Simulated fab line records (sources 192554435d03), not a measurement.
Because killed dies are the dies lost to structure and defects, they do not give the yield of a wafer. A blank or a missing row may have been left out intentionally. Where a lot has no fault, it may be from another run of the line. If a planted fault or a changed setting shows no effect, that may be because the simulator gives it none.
Chamber matching -- flow n5 finfet -- pecvd-03 running N5_GATE_CUT_HM_DEP_46: 3 sister chambers
The step deposits SiO2 from TEOS/O2, target thk 130 nm, time 26.6 s. 3 wafers are shown with their chamber, then 7 later ones without.

## WAFERS, EACH WITH ITS CHAMBER
wafer,chamber,throttle valve pct (%)
L090.4,1,20.1
L090.6,0,17.2
L093.5,2,18.8

## WAFERS WHOSE CHAMBER IS MISSING
wafer,throttle valve pct (%)
L093.6,17.3
L095.2,17.6
L095.5,19.9
L095.6,17.7
L096.4,17.3
L096.5,17.4
L096.6,20.1

## WHICH CHAMBER EACH WENT THROUGH
wafer,from the rows above,in truth
L093.6,0,0
L095.2,0,0
L095.5,1,1
L095.6,0,0
L096.4,0,0
L096.5,0,0
L096.6,1,1
Correctly placed: 7 of 7. Can't be placed from these rows: 0. 0 placed wrongly.
How it was worked out, from the rows above alone: a wafer's distance from a chamber is the root of the sum, over the readings, of the square of ((its reading less the chamber's mean) divided by the reading's scatter). If the next closest chamber is less than 2 further off than the closest, the wafer can't be placed; otherwise it belongs to the closest. For every chamber, the mean is computed from those of its wafers that are shown. The scatter: root of mean squared gap, hidden wafer to nearest shown wafer, with one shown wafer a chamber.
